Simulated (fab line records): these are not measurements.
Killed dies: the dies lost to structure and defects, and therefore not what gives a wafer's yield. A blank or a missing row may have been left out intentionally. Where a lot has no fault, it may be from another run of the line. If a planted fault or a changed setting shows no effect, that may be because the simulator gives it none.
fab line records | flow n5Finfet
record lots=7 wafers=21
route steps=1938 shown WELL_APT@36 PMOS_HMC_CHANNEL_EPI@62 FIN_CUT@160
startH: the number of hours between the record's first day and the start of the first shown wafer of the lot | waitH: how many hours have passed since the lot's step before this one | " same as the row above | L1.1+2: several wafers, shown together as one row | - no value, or no start was given | * or withheld: withheld | < > ~ a bound
route shown NAME@n: a module of which the file shows steps, and the number in the route of the first | usual: mean and standard deviation over wafers with no fault | same: alike in all rows | chamber/n: place in a boat | sites: the reading at each site | _std_site: the values' standard deviation | _edge_site: outer sites' mean less inner sites' | radiusMm: for every site, how far away it sits from the centre of the wafer | mask NAME#n: copy n | behind: the tool/chamber that last shaped the wafer | hold: what put the lot on hold/how long, in hours/how the hold closed | device: whichever transistor did not switch (one of n, p or np) | end of line: the same wafers' tests at the end of the route | a step without rows: its recipe alone | killed: dies lost to structure and defects at the first sort, not the wafer's yield | map: dies across one wafer; x = killed, . = not, _ = none there
set.NAME: the run value of the setting; set.NAME@STEP: its run value at that earlier step | model.NAME: the simulator's own value behind a step, which no gauge read
lots run with intentionally changed settings; tables by step, rows by wafer
## steps
# step N5_WELL_APT_COAT_19
# recipe spinRpm=1357 resistThkNm=950
# columns lot.wafer tool chamber startH waitH set.spinRpm model.coat_of_WELL_APT_COAT_19.thkNm
L076.1 lithoTrack-03 0 - - 1357 946.8
L076.2 " 0 " " 1357 947.8
L076.6 " 0 " " 1357 949.2
L080.1 lithoTrack-03 0 - - 1357 946.5
L080.2 " 0 " " 1456 912.4
L080.4 " 0 " " 1357 946.3
L082.1 lithoTrack-03 0 - - 1357 947.4
L082.2 " 0 " " 1357 950
L082.6 " 0 " " 1357 948.3
L084.2 lithoTrack-01 0 - - 1357 949.9
L084.3 " 0 " " 1401 936
L084.5 " 0 " " 1357 949.5
L089.2 lithoTrack-01 0 - - 1439 920.4
L089.5 " 0 " " 1357 950.1
L089.6 " 0 " " 1357 947.6
L093.2 lithoTrack-01 0 - - 1357 951.1
L093.3 " 0 " " 1357 947.5
L093.4 " 0 " " 1357 947.3
L095.4 lithoTrack-03 0 - - 1258 985.9
L095.5 " 0 " " 1258 985.7
L095.6 " 0 " " 1357 947.3
# step N5_WELL_APT_EXPOSE_22
# recipe maskId=PWELL na=0.8 sourceShape=conventional sigmaOuter=0.8 polarization=unpolarized defocusNm=0 targetCdNm=200 doseMj=23.2
# columns lot.wafer tool chamber startH waitH mask set.doseMj
L076.1+2 krfScanner-01 0 26.69 - PWELL#0 22.38
L076.6 " 0 " " PWELL#0 23.2
L080.1+4 krfScanner-01 0 50.85 - PWELL#0 23.2
L080.2 " 0 " " PWELL#0 22.22
L082.1 krfScanner-02 0 62.77 - PWELL#0 23.2
L082.2+6 " 0 " " PWELL#0 24.75
L084.2+3+5 krfScanner-01 0 75.37 - PWELL#0 23.2
L089.2+6 krfScanner-02 0 104.78 - PWELL#0 23.2
L089.5 " 0 " " PWELL#0 24.58
L093.2+3+4 krfScanner-02 0 129.58 - PWELL#0 23.2
L095.4 krfScanner-02 0 140.79 - PWELL#0 21.77
L095.5+6 " 0 " " PWELL#0 23.2
# step N5_WELL_APT_PEB_23
# recipe pebTempC=130 pebTimeS=90
# step N5_WELL_APT_DEVELOP_24
# recipe developTimeS=45 rinseLiquid=surfactantRinse dry=airSpin devTempC=21
# step N5_WELL_APT_HARDBAKE_29
# recipe tempC=130 timeS=120
# step N5_WELL_APT_CD_MEAS_25
# recipe targetCdNm=200 landingEnergyEv=500 detector=seInlens
# usual cdNm=200.7/1.8
# columns lot.wafer tool chamber startH waitH set.doseMj@WELL_APT_EXPOSE_22 cdNm
L076.1 cdSem-03 0 26.87 - 22.38 196.0
L076.2 " 0 " " 22.38 195.2
L076.6 " 0 " " 23.2 204.2
L080.1 cdSem-01 0 51.03 - 23.2 203.1
L080.2 " 0 " " 22.22 194.3
L080.4 " 0 " " 23.2 201.6
L082.1 cdSem-03 0 62.94 - 23.2 200.9
L082.2 " 0 " " 24.75 215.4
L082.6 " 0 " " 24.75 213.8
L084.2 cdSem-03 0 75.54 - 23.2 199.5
L084.3 " 0 " " 23.2 197.5
L084.5 " 0 " " 23.2 199.3
L089.2 cdSem-03 0 104.95 - 23.2 203.4
L089.5 " 0 " " 24.58 211.9
L089.6 " 0 " " 23.2 200.2
L093.2 cdSem-03 0 129.74 - 23.2 202.5
L093.3 " 0 " " 23.2 200.7
L093.4 " 0 " " 23.2 200.3
L095.4 cdSem-03 0 140.95 - 21.77 187.1
L095.5 " 0 " " 23.2 196.7
L095.6 " 0 " " 23.2 197.4
# step N5_WELL_APT_DESCUM_30
# recipe chemistry=O2 timeS=7.9 sourcePowerW=50 biasPowerW=20 pressureMtorr=20 rfFrequencyHz=2.712e+07 tempC=40 o2FlowSccm=225
# columns lot.wafer tool chamber startH waitH set.doseMj@WELL_APT_EXPOSE_22 model.WELL_APT.cdNm
L076.1 rieDiel-06 3 26.95 0.0 22.38 196.6
L076.2 " 0 " " 22.38 195.3
L076.6 " 1 " " 23.2 204.2
L080.1 rieDiel-05 0 51.11 0.0 23.2 203.1
L080.2 " 2 " " 22.22 194.2
L080.4 " 1 " " 23.2 201.8
L082.1 rieDiel-06 1 63.03 0.0 23.2 201
L082.2 " 3 " " 24.75 216.1
L082.6 " 1 " " 24.75 213.8
L084.2 rieDiel-06 1 75.63 0.0 23.2 199.5
L084.3 " 3 " " 23.2 197.5
L084.5 " 3 " " 23.2 199.3
L089.2 rieDiel-05 1 105.28 0.3 23.2 203.8
L089.5 " 2 " " 24.58 212
L089.6 " 3 " " 23.2 200.3
L093.2 rieDiel-06 1 130.05 0.3 23.2 202.9
L093.3 " 2 " " 23.2 200.9
L093.4 " 3 " " 23.2 200.3
L095.4 rieDiel-06 2 141.06 0.1 21.77 187
L095.5 " 1 " " 23.2 196.8
L095.6 " 0 " " 23.2 197.5
# step N5_PMOS_HMC_CHANNEL_EPI_EXPOSE_06
# recipe maskId=PMOS_HMC_BLK na=1.35 sourceShape=conventional sigmaOuter=0.8 polarization=unpolarized targetCdNm=240 doseMj=41
# columns lot.wafer tool chamber startH waitH mask set.doseMj
L076.1+6 arfiScanner-03 0 30.03 - PMOS_HMC_BLK#0 41
L076.2 " 0 " " PMOS_HMC_BLK#0 39.89
L080.1+2+4 arfiScanner-03 0 53.30 - PMOS_HMC_BLK#0 41
L082.1+2+6 arfiScanner-02 0 65.23 - PMOS_HMC_BLK#0 43.6
L084.2 arfiScanner-03 0 78.02 - PMOS_HMC_BLK#0 41
L084.3+5 " 0 " " PMOS_HMC_BLK#0 39.29
L089.2+5+6 arfiScanner-03 0 107.29 - PMOS_HMC_BLK#0 41
L093.2+3+4 arfiScanner-03 0 132.04 - PMOS_HMC_BLK#0 41
L095.4+5 arfiScanner-03 0 143.07 - PMOS_HMC_BLK#0 41
L095.6 " 0 " " PMOS_HMC_BLK#0 43.16
# step N5_PMOS_HMC_CHANNEL_EPI_PEB_07
# recipe pebTempC=110 pebTimeS=60 resist=CAR-ArF-block
# columns lot.wafer tool chamber startH waitH set.pebTempC
L076.1+2 lithoTrack-03 0 30.09 0.1 110
L076.6 " 0 " " 108.2
L080.1+2 lithoTrack-05 0 53.36 0.1 110
L080.4 " 0 " " 112.5
L082.1+6 lithoTrack-02 0 65.29 0.1 109
L082.2 " 0 " " 110
L084.2+3 lithoTrack-05 0 78.07 0.0 111.8
L084.5 " 0 " " 110
L089.2+5 lithoTrack-03 0 107.34 0.0 110
L089.6 " 0 " " 112.8
L093.2+3+4 lithoTrack-05 0 132.09 0.0 110
L095.4+5+6 lithoTrack-03 0 143.11 0.0 110
# step N5_PMOS_HMC_CHANNEL_EPI_DEVELOP_08
# recipe developTimeS=30 developer=TMAH resist=CAR-ArF-block devTempC=23 rinseLiquid=diw dry=airSpin
# step N5_PMOS_HMC_CHANNEL_EPI_CD_MEAS_09
# recipe targetCdNm=237.4 landingEnergyEv=500 detector=seInlens
# usual cdNm=238.0/0.94
# columns lot.wafer tool chamber startH waitH set.doseMj@PMOS_HMC_CHANNEL_EPI_EXPOSE_06 set.pebTempC@PMOS_HMC_CHANNEL_EPI_PEB_07 cdNm
L076.1 cdSem-02 0 30.16 - 41 110 237.2
L076.2 " 0 " " 39.89 110 235.5
L076.6 " 0 " " 41 108.2 231.9
L080.1 cdSem-01 0 53.42 - 41 110 239.2
L080.2 " 0 " " 41 110 239.8
L080.4 " 0 " " 41 112.5 244.7
L082.1 cdSem-01 0 65.35 - 43.6 109 240.1
L082.2 " 0 " " 43.6 110 244.4
L082.6 " 0 " " 43.6 109 239.8
L084.2 cdSem-01 0 78.14 - 41 111.8 243.4
L084.3 " 0 " " 39.29 111.8 240.6
L084.5 " 0 " " 39.29 110 234.8
L089.2 cdSem-02 0 107.41 - 41 110 238.0
L089.5 " 0 " " 41 110 237.9
L089.6 " 0 " " 41 112.8 245.7
L093.2 cdSem-03 0 132.16 - 41 110 237.8
L093.3 " 0 " " 41 110 238.4
L093.4 " 0 " " 41 110 238.4
L095.4 cdSem-03 0 143.18 - 41 110 238.4
L095.5 " 0 " " 41 110 239.2
L095.6 " 0 " " 43.16 110 242.7
# step N5_PMOS_HMC_CHANNEL_EPI_DESCUM_14
# recipe chemistry=O2 timeS=7.9 sourcePowerW=50 biasPowerW=20 pressureMtorr=20 rfFrequencyHz=2.712e+07 tempC=40 resist=CAR-ArF-block o2FlowSccm=225
# columns lot.wafer tool chamber startH waitH set.doseMj@PMOS_HMC_CHANNEL_EPI_EXPOSE_06 set.pebTempC@PMOS_HMC_CHANNEL_EPI_PEB_07 model.PMOS_HMC_CHANNEL_EPI.cdNm
L076.1 rieDiel-04 0 30.25 0.0 41 110 237.4
L076.2 " 2 " " 39.89 110 235.4
L076.6 " 0 " " 41 108.2 231.8
L080.1 rieDiel-03 3 53.51 0.0 41 110 239
L080.2 " 0 " " 41 110 239.7
L080.4 " 1 " " 41 112.5 245.1
L082.1 rieDiel-04 3 65.44 0.0 43.6 109 240.2
L082.2 " 1 " " 43.6 110 244
L082.6 " 0 " " 43.6 109 239.7
L084.2 rieDiel-03 1 78.23 0.0 41 111.8 243.4
L084.3 " 0 " " 39.29 111.8 240.5
L084.5 " 3 " " 39.29 110 235
L089.2 rieDiel-02 3 107.53 0.1 41 110 238.4
L089.5 " 0 " " 41 110 237.8
L089.6 " 3 " " 41 112.8 245.4
L093.2 rieDiel-03 0 132.25 0.0 41 110 237.8
L093.3 " 2 " " 41 110 238.5
L093.4 " 1 " " 41 110 238.4
L095.4 rieDiel-03 2 143.39 0.2 41 110 238.8
L095.5 " 1 " " 41 110 239.2
L095.6 " 2 " " 43.16 110 242.7
# step N5_PMOS_HMC_CHANNEL_EPI_ETCH_32
# recipe chemistry=N2/H2 target=BARC stopOn=SiO2 targetDepthA=858 overEtchFrac=0.3 timeS=50.3 ionEnergyEv=200 maskMaterial=CAR-ArF-block pressureMtorr=30 sourceW=840 biasW=150 n2FlowSccm=200 h2FlowSccm=200
# columns lot.wafer tool chamber startH waitH set.doseMj@PMOS_HMC_CHANNEL_EPI_EXPOSE_06 set.pebTempC@PMOS_HMC_CHANNEL_EPI_PEB_07 model.PMOS_HMC_CHANNEL_EPI.cdNm
L076.1 rieDiel-04 0 30.28 0.0 41 110 239.8
L076.2 " 2 " " 39.89 110 237.8
L076.6 " 0 " " 41 108.2 233.8
L080.1 rieDiel-03 3 53.55 0.0 41 110 241.5
L080.2 " 0 " " 41 110 242.4
L080.4 " 1 " " 41 112.5 247.9
L082.1 rieDiel-04 3 65.48 0.0 43.6 109 241.5
L082.2 " 1 " " 43.6 110 246.1
L082.6 " 0 " " 43.6 109 242.3
L084.2 rieDiel-03 1 78.26 0.0 41 111.8 245.8
L084.3 " 0 " " 39.29 111.8 243.4
L084.5 " 3 " " 39.29 110 237.2
L089.2 rieDiel-02 3 107.56 0.0 41 110 241.4
L089.5 " 0 " " 41 110 240.4
L089.6 " 3 " " 41 112.8 248
L093.2 rieDiel-03 0 132.28 0.0 41 110 240.9
L093.3 " 2 " " 41 110 240.2
L093.4 " 1 " " 41 110 241.2
L095.4 rieDiel-03 2 143.42 0.0 41 110 241.6
L095.5 " 1 " " 41 110 242.4
L095.6 " 2 " " 43.16 110 245.2
# step N5_PMOS_HMC_CHANNEL_EPI_HM_OPEN_15
# recipe chemistry=CHF3/O2 target=SiO2 maskMaterial=CAR-ArF-block targetDepthA=406 CHF3_flow_sccm=50 O2_flow_sccm=5 Ar_flow_sccm=200 timeS=20.3 pressureMtorr=30 sourceW=650 biasW=170 ionEnergyEv=200
# columns lot.wafer tool chamber startH waitH set.doseMj@PMOS_HMC_CHANNEL_EPI_EXPOSE_06 set.pebTempC@PMOS_HMC_CHANNEL_EPI_PEB_07 model.PMOS_HMC_CHANNEL_EPI.cdNm
L076.1 rieDiel-04 0 30.32 0.0 41 110 239.8
L076.2 " 2 " " 39.89 110 237.8
L076.6 " 0 " " 41 108.2 233.8
L080.1 rieDiel-03 3 53.59 0.0 41 110 241.5
L080.2 " 0 " " 41 110 242.3
L080.4 " 1 " " 41 112.5 247.9
L082.1 rieDiel-04 3 65.52 0.0 43.6 109 241.5
L082.2 " 1 " " 43.6 110 245.9
L082.6 " 0 " " 43.6 109 242.3
L084.2 rieDiel-03 1 78.31 0.0 41 111.8 245.8
L084.3 " 0 " " 39.29 111.8 243.4
L084.5 " 3 " " 39.29 110 237.2
L089.2 rieDiel-02 3 107.60 0.0 41 110 241.4
L089.5 " 0 " " 41 110 240.4
L089.6 " 3 " " 41 112.8 248
L093.2 rieDiel-03 0 132.33 0.0 41 110 240.8
L093.3 " 2 " " 41 110 240.2
L093.4 " 1 " " 41 110 241.2
L095.4 rieDiel-03 2 143.46 0.0 41 110 241.6
L095.5 " 1 " " 41 110 242.4
L095.6 " 2 " " 43.16 110 245.2
# step N5_PMOS_HMC_CHANNEL_EPI_STRIP_33
# recipe chemistry=N2/H2 powerW=500 tempC=40 pressureMtorr=50 rfFrequencyHz=6e+07 overashFraction=0.3 biasPowerW=8 h2Frac=0.5 n2FlowSccm=300 h2FlowSccm=300
# step N5_PMOS_HMC_CHANNEL_EPI_STRIP_17
# recipe chemistry=SPM timeS=750 tempC=130 h2so4H2o2VolRatio=4 dry=ipaMarangoni
# step N5_PMOS_HMC_CHANNEL_EPI_ETCH_38
# recipe chemistry=CF4 target=SiO2 targetDepthA=15 ionEnergyEv=350 pressureMtorr=10 icpW=800 biasW=400 cf4FlowSccm=80
# columns lot.wafer tool chamber startH waitH set.doseMj@PMOS_HMC_CHANNEL_EPI_EXPOSE_06 set.pebTempC@PMOS_HMC_CHANNEL_EPI_PEB_07 model.PMOS_HMC_CHANNEL_EPI.cdNm
L076.1 rieSi-05 3 30.68 0.0 41 110 239.8
L076.2 " 0 " " 39.89 110 237.8
L076.6 " 2 " " 41 108.2 233.7
L080.1 rieSi-05 1 53.95 0.0 41 110 241.4
L080.2 " 2 " " 41 110 242.4
L080.4 " 3 " " 41 112.5 248
L082.1 rieSi-06 3 65.88 0.0 43.6 109 241.5
L082.2 " 2 " " 43.6 110 245.8
L082.6 " 2 " " 43.6 109 242.2
L084.2 rieSi-06 3 78.67 0.0 41 111.8 245.9
L084.3 " 2 " " 39.29 111.8 243.4
L084.5 " 3 " " 39.29 110 237.3
L089.2 rieSi-06 2 107.96 0.0 41 110 241.4
L089.5 " 3 " " 41 110 240.4
L089.6 " 0 " " 41 112.8 248
L093.2 rieSi-06 0 132.69 0.0 41 110 240.8
L093.3 " 2 " " 41 110 240.2
L093.4 " 3 " " 41 110 241.2
L095.4 rieSi-02 1 143.82 0.0 41 110 241.6
L095.5 " 0 " " 41 110 242.4
L095.6 " 1 " " 43.16 110 245.3
# step N5_PMOS_HMC_CHANNEL_EPI_FIN_RECESS_16
# recipe chemistry=HBr/Cl2 target=Si maskMaterial=SiO2 targetDepthA=540 timeS=18 pressureMtorr=10 icpW=800 biasW=75 HBr_flow_sccm=150 Cl2_flow_sccm=80
# columns lot.wafer tool chamber startH waitH set.doseMj@PMOS_HMC_CHANNEL_EPI_EXPOSE_06 set.pebTempC@PMOS_HMC_CHANNEL_EPI_PEB_07 model.PMOS_HMC_CHANNEL_EPI.cdNm
L076.1 rieSi-05 3 30.70 0.0 41 110 239.9
L076.2 " 0 " " 39.89 110 237.8
L076.6 " 2 " " 41 108.2 233.7
L080.1 rieSi-05 1 53.97 0.0 41 110 241.4
L080.2 " 2 " " 41 110 242.4
L080.4 " 3 " " 41 112.5 248.1
L082.1 rieSi-06 3 65.90 0.0 43.6 109 241.5
L082.2 " 2 " " 43.6 110 245.9
L082.6 " 2 " " 43.6 109 242.2
L084.2 rieSi-06 3 78.69 0.0 41 111.8 245.8
L084.3 " 2 " " 39.29 111.8 243.5
L084.5 " 3 " " 39.29 110 237.3
L089.2 rieSi-06 2 107.98 0.0 41 110 241.5
L089.5 " 3 " " 41 110 240.4
L089.6 " 0 " " 41 112.8 248
L093.2 rieSi-06 0 132.71 0.0 41 110 240.8
L093.3 " 2 " " 41 110 240.2
L093.4 " 3 " " 41 110 241.2
L095.4 rieSi-02 1 143.84 0.0 41 110 241.6
L095.5 " 0 " " 41 110 242.4
L095.6 " 1 " " 43.16 110 245.4
# step N5_FIN_CUT_EXPOSE_05
# recipe maskId=FIN_CUT na=0.33 sourceShape=annular sigmaInner=0.35 sigmaOuter=0.8 polarization=unpolarized doseMj=45.75
# columns lot.wafer tool chamber startH waitH mask set.doseMj
L076.1+6 euvScanner-01 0 40.36 - FIN_CUT#0 48.73
L076.2 " 0 " " FIN_CUT#0 45.75
L080.1+2+4 euvScanner-02 0 62.58 - FIN_CUT#0 45.75
L082.1+2+6 euvScanner-01 0 74.71 - FIN_CUT#0 45.75
L084.2+3 euvScanner-02 0 89.79 - FIN_CUT#0 47.67
L084.5 " 0 " " FIN_CUT#0 45.75
L089.2+5+6 euvScanner-02 0 116.99 - FIN_CUT#0 45.75
L093.2+3+4 euvScanner-02 0 140.91 - FIN_CUT#0 45.75
L095.4+6 euvScanner-02 0 153.81 - FIN_CUT#0 47.47
L095.5 " 0 " " FIN_CUT#0 45.75
# step N5_FIN_CUT_PEB_06
# recipe pebTempC=100 pebTimeS=60 resist=CAR-EUV
# step N5_FIN_CUT_DEVELOP_07
# recipe developTimeS=30 developer=TMAH resist=CAR-EUV rinseLiquid=surfactantRinse dry=airSpin devTempC=23
# step N5_FIN_CUT_DESCUM_13
# recipe chemistry=O2 timeS=7 sourcePowerW=50 biasPowerW=20 pressureMtorr=20 rfFrequencyHz=2.712e+07 tempC=40 resist=CAR-EUV o2FlowSccm=225
# step N5_FIN_CUT_ETCH_30
# recipe chemistry=N2/H2 target=underlayer targetDepthA=130 maskMaterial=CAR-EUV timeS=10.4 ionEnergyEv=200 pressureMtorr=30 sourceW=840 biasW=150 n2FlowSccm=200 h2FlowSccm=200 ends=cleared
# columns lot.wafer tool chamber startH waitH set.doseMj@FIN_CUT_EXPOSE_05 model.FIN_CUT.cdOffsetNm
L076.1+6 rieDiel-03 3,1 41.07 0.0 48.73 1
L076.2 " 1 " " 45.75 0
L080.1+4 rieDiel-02 2,0 62.88 0.0 45.75 0
L080.2 " 1 " " 45.75 -0.2
L082.1+2 rieDiel-04 0,2 75.00 0.0 45.75 0
L082.6 " 3 " " 45.75 0.2
L084.2+3 rieDiel-03 2,1 90.11 0.0 47.67 0.8
L084.5 " 1 " " 45.75 0
L089.2+6 rieDiel-04 2 117.28 0.0 45.75 0
L089.5 " 1 " " 45.75 -0.2
L093.2+3 rieDiel-03 3,2 141.61 0.0 45.75 0
L093.4 " 1 " " 45.75 -0.2
L095.4+6 rieDiel-03 1,0 154.33 0.0 47.47 0.6
L095.5 " 1 " " 45.75 0
# step N5_FIN_CUT_ETCH_20
# recipe chemistry=CF4 target=SiARC targetDepthA=260 maskMaterial=CAR-EUV timeS=43.3 ionEnergyEv=80 pressureMtorr=40 sourceW=545 biasW=36 Ar_flow_sccm=100 cf4FlowSccm=100 ends=cleared
# columns lot.wafer tool chamber startH waitH set.doseMj@FIN_CUT_EXPOSE_05 model.FIN_CUT.cdOffsetNm
L076.1+6 rieDiel-03 3,1 41.09 0.0 48.73 1.2
L076.2 " 1 " " 45.75 0.2
L080.1 rieDiel-02 2 62.90 0.0 45.75 0
L080.2+4 " 1,0 " " 45.75 -0.2
L082.1 rieDiel-04 0 75.02 0.0 45.75 -0.2
L082.2 " 2 " " 45.75 0
L082.6 " 3 " " 45.75 0.2
L084.2 rieDiel-03 2 90.13 0.0 47.67 0.6
L084.3 " 1 " " 47.67 0.8
L084.5 " 1 " " 45.75 0
L089.2+6 rieDiel-04 2 117.30 0.0 45.75 -0.2
L089.5 " 1 " " 45.75 0
L093.2+3 rieDiel-03 3,2 141.63 0.0 45.75 0
L093.4 " 1 " " 45.75 -0.2
L095.4 rieDiel-03 1 154.35 0.0 47.47 0.4
L095.5 " 1 " " 45.75 0
L095.6 " 0 " " 47.47 0.6
## key
split step=N5_WELL_APT_COAT_19 setting=spinRpm stated=1357 by=wafer
response step=N5_WELL_APT_COAT_19 reading=model.coat_of_WELL_APT_COAT_19.thkNm change=-4.86 per=1% r=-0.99
split step=N5_WELL_APT_EXPOSE_22 setting=doseMj stated=23.2 by=wafer
response step=N5_WELL_APT_CD_MEAS_25 reading=cdNm change=+1.87 per=1% r=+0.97
response step=N5_WELL_APT_DESCUM_30 reading=model.WELL_APT.cdNm change=+1.88 per=1% r=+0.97
split step=N5_PMOS_HMC_CHANNEL_EPI_EXPOSE_06 setting=doseMj stated=41 by=wafer
response step=N5_PMOS_HMC_CHANNEL_EPI_CD_MEAS_09 reading=cdNm slope=+0.73 per=1% togetherWith=pebTempC@PMOS_HMC_CHANNEL_EPI_PEB_07 explained=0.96
response step=N5_PMOS_HMC_CHANNEL_EPI_DESCUM_14 reading=model.PMOS_HMC_CHANNEL_EPI.cdNm slope=+0.714 per=1% togetherWith=pebTempC@PMOS_HMC_CHANNEL_EPI_PEB_07 explained=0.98
response step=N5_PMOS_HMC_CHANNEL_EPI_ETCH_32 reading=model.PMOS_HMC_CHANNEL_EPI.cdNm slope=+0.631 per=1% togetherWith=pebTempC@PMOS_HMC_CHANNEL_EPI_PEB_07 explained=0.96
response step=N5_PMOS_HMC_CHANNEL_EPI_HM_OPEN_15 reading=model.PMOS_HMC_CHANNEL_EPI.cdNm slope=+0.641 per=1% togetherWith=pebTempC@PMOS_HMC_CHANNEL_EPI_PEB_07 explained=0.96
response step=N5_PMOS_HMC_CHANNEL_EPI_ETCH_38 reading=model.PMOS_HMC_CHANNEL_EPI.cdNm slope=+0.649 per=1% togetherWith=pebTempC@PMOS_HMC_CHANNEL_EPI_PEB_07 explained=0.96
response step=N5_PMOS_HMC_CHANNEL_EPI_FIN_RECESS_16 reading=model.PMOS_HMC_CHANNEL_EPI.cdNm slope=+0.646 per=1% togetherWith=pebTempC@PMOS_HMC_CHANNEL_EPI_PEB_07 explained=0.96
split step=N5_PMOS_HMC_CHANNEL_EPI_PEB_07 setting=pebTempC stated=110 by=wafer
response step=N5_PMOS_HMC_CHANNEL_EPI_CD_MEAS_09 reading=cdNm change=+3.07 per=1% r=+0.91
response step=N5_PMOS_HMC_CHANNEL_EPI_DESCUM_14 reading=model.PMOS_HMC_CHANNEL_EPI.cdNm change=+3.05 per=1% r=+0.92
response step=N5_PMOS_HMC_CHANNEL_EPI_ETCH_32 reading=model.PMOS_HMC_CHANNEL_EPI.cdNm change=+3.13 per=1% r=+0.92
response step=N5_PMOS_HMC_CHANNEL_EPI_HM_OPEN_15 reading=model.PMOS_HMC_CHANNEL_EPI.cdNm slope=+3.08 per=1% togetherWith=doseMj@PMOS_HMC_CHANNEL_EPI_EXPOSE_06 explained=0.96
response step=N5_PMOS_HMC_CHANNEL_EPI_ETCH_38 reading=model.PMOS_HMC_CHANNEL_EPI.cdNm slope=+3.09 per=1% togetherWith=doseMj@PMOS_HMC_CHANNEL_EPI_EXPOSE_06 explained=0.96
response step=N5_PMOS_HMC_CHANNEL_EPI_FIN_RECESS_16 reading=model.PMOS_HMC_CHANNEL_EPI.cdNm slope=+3.11 per=1% togetherWith=doseMj@PMOS_HMC_CHANNEL_EPI_EXPOSE_06 explained=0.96
split step=N5_FIN_CUT_EXPOSE_05 setting=doseMj stated=45.75 by=wafer
response step=N5_FIN_CUT_ETCH_30 reading=model.FIN_CUT.cdOffsetNm change=+0.163 per=1% r=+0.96
response step=N5_FIN_CUT_ETCH_20 reading=model.FIN_CUT.cdOffsetNm change=+0.153 per=1% r=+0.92
